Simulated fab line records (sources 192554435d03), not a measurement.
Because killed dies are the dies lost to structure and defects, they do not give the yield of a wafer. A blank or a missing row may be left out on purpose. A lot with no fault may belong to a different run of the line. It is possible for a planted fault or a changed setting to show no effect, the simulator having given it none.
Chamber matching + flow n5_finfet + N5_HKMG_FIN_ALD_75 on ald_hk-03 has 4 sister chambers
The step deposits Al2O3, target thk 1 nm, co reactant pulse time 1 s. 4 wafers are shown with their chamber, then 10 later ones without.

## EACH WAFER AND ITS CHAMBER
| wafer  | chamber | heater_power_w (W) |
|--------|---------|--------------------|
| L090.2 | 1       | 136                |
| L090.3 | 0       | 138                |
| L094.1 | 2       | 162                |
| L094.2 | 3       | 137                |

## WAFERS WITH NO CHAMBER GIVEN
| wafer  | heater_power_w (W) |
|--------|--------------------|
| L094.3 | 138                |
| L094.4 | 134                |
| L094.5 | 138                |
| L094.6 | 138                |
| L096.1 | 138                |
| L096.2 | 136                |
| L096.3 | 161                |
| L096.4 | 137                |
| L096.5 | 137                |
| L096.6 | 163                |

## EACH ONE'S CHAMBER
| wafer  | from the rows above          | in truth |
|--------|------------------------------|----------|
| L094.3 | can't be placed: 0 or 3      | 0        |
| L094.4 | can't be placed: 1 or 3      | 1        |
| L094.5 | can't be placed: 0 or 3      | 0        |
| L094.6 | can't be placed: 0 or 3      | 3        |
| L096.1 | can't be placed: 0 or 3      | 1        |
| L096.2 | can't be placed: 1 or 3      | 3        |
| L096.3 | 2                            | 2        |
| L096.4 | can't be placed: 3 or 0 or 1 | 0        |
| L096.5 | can't be placed: 3 or 0 or 1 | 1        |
| L096.6 | 2                            | 2        |
Correct placement for 2 of the 10. Not placeable from these rows: 8 (in 7, the candidates include the true chamber). Number placed wrongly: 0.
How it was worked out, from the rows above alone: a wafer's distance from a chamber is the root of the sum, over the readings, of the square of ((its reading less the chamber's mean) divided by the reading's scatter). If the next closest chamber is less than 2 further off than the closest, the wafer can't be placed; otherwise it belongs to the closest. Each chamber's mean is taken over the wafers shown for it. The scatter: with one shown wafer a chamber, the root of the mean of the squares of how far each hidden wafer lies from its nearest shown one.
